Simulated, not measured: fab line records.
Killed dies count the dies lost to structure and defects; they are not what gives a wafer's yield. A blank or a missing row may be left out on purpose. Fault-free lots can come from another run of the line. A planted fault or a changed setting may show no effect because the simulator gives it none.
The tool behind it: which one? || flow nand harc || 6 lots with 18 wafers sampled at 5 steps, on a route of 1302 steps

WHAT EACH GAUGE READ, for each wafer
NHARC_END_SORT_01.
{"lot": "L785", "measured": "day 26 01:48", "on": "prober-01", "killed dies": "91 56 82"}
{"lot": "L787", "measured": "day 26 09:37", "on": "prober-01", "killed dies": "68 88 64"}
{"lot": "L788", "measured": "day 27 00:48", "on": "prober-02", "killed dies": "84 94 93"}
{"lot": "L792", "measured": "day 27 23:32", "on": "prober-01", "killed dies": "66 73 56"}
{"lot": "L794", "measured": "day 28 18:57", "on": "prober-01", "killed dies": "78 87 73"}
{"lot": "L803", "measured": "day 32 09:54", "on": "prober-01", "killed dies": "42 677 47"}

EACH LOT AND THE TOOL THAT RAN IT (in order: tool; ch and the chambers of the sampled wafers; start)
{"lot": "L785", "NHARC_A_M1_PVD_21": "pvd sputter-03, day 23 01:24", "NHARC_THIN_TSV_ETCH_15": "rie si-01 ch 1,2, day 24 04:32", "NHARC_THIN_TSV_PRE_CLEAN_54": "pvd sputter-02, day 24 08:35", "NHARC_THIN_TSV_ETCH_36": "rie metal-02 ch 1, day 24 10:25"}
{"lot": "L787", "NHARC_A_M1_PVD_21": "pvd sputter-02, day 24 09:58", "NHARC_THIN_TSV_ETCH_15": "rie si-02 ch 0,2, day 25 03:08", "NHARC_THIN_TSV_PRE_CLEAN_54": "pvd sputter-03, day 25 07:34", "NHARC_THIN_TSV_ETCH_36": "rie metal-03 ch 0,1, day 25 09:11"}
{"lot": "L788", "NHARC_A_M1_PVD_21": "pvd sputter-03, day 25 11:39", "NHARC_THIN_TSV_ETCH_15": "rie si-01 ch 1,2, day 26 07:49", "NHARC_THIN_TSV_PRE_CLEAN_54": "pvd sputter-01, day 26 11:52", "NHARC_THIN_TSV_ETCH_36": "rie metal-03 ch 0,1, day 26 13:29"}
{"lot": "L792", "NHARC_A_M1_PVD_21": "pvd sputter-02, day 26 12:02", "NHARC_THIN_TSV_ETCH_15": "rie si-02 ch 1,3, day 27 05:53", "NHARC_THIN_TSV_PRE_CLEAN_54": "pvd sputter-03, day 27 10:03", "NHARC_THIN_TSV_ETCH_36": "rie metal-02 ch 0,1, day 27 11:40"}
{"lot": "L794", "NHARC_A_M1_PVD_21": "pvd sputter-02, day 27 06:29", "NHARC_THIN_TSV_ETCH_15": "rie si-01 ch 1,2,3, day 28 06:07", "NHARC_THIN_TSV_PRE_CLEAN_54": "pvd sputter-03, day 28 10:16", "NHARC_THIN_TSV_ETCH_36": "rie metal-01 ch 0,1, day 28 11:57"}
{"lot": "L803", "NHARC_A_M1_PVD_21": "pvd sputter-03, day 31 00:01", "NHARC_THIN_TSV_ETCH_15": "rie si-01 ch 2,3, day 31 21:39", "NHARC_THIN_TSV_PRE_CLEAN_54": "pvd sputter-03, day 32 01:43", "NHARC_THIN_TSV_ETCH_36": "rie metal-02 ch 0,1, day 32 03:19"}
- NHARC_A_M1_PVD_21: deposits Cu, target thk 30 nm, time 20.49 s.
- NHARC_THIN_TSV_ETCH_15: target depth 3000 nm, bosch target overetch cycles 2, bosch etch step 2.8 s.
- NHARC_THIN_TSV_PRE_CLEAN_54: time 30 s.
- NHARC_THIN_TSV_ETCH_36: etches the open film in Cl2/BCl3, target depth 65 nm, time 18.571 s.

THE ANSWER, worked out from the rows above alone
Rule: the lots themselves supply what counts as usual. The widest of any qualifying gaps counts: lots, ordered by their means at a reading, are off when they make up no more than a third of the lots, leave a main group of 4 or more, and stand apart from it by 3 or more times the standard deviation of that group's means. A main group is skipped when, at the precision printed for the reading in the tables above, its means are all equal. Also off: a lot with no number at a reading for which 4 or more lots have one. Any other lot the step has rows for is counted as sound.
Off at NHARC_END_SORT_01 (killed dies): L803. For the main group the mean is 77 and the standard deviation 8.3.
A tool fits if, at a process step before that reading, it ran every lot that is off, and no sound lot after the first of them. Gauges at NHARC_END_SORT_01: tried the same way as those tools. Can't be told from this: 4 tools fit, pvd sputter-03 at NHARC_A_M1_PVD_21 and NHARC_THIN_TSV_PRE_CLEAN_54, rie si-01 at NHARC_THIN_TSV_ETCH_15, rie metal-02 at NHARC_THIN_TSV_ETCH_36, prober-01 at NHARC_END_SORT_01.

WHAT THE SIMULATOR HAD INSERTED
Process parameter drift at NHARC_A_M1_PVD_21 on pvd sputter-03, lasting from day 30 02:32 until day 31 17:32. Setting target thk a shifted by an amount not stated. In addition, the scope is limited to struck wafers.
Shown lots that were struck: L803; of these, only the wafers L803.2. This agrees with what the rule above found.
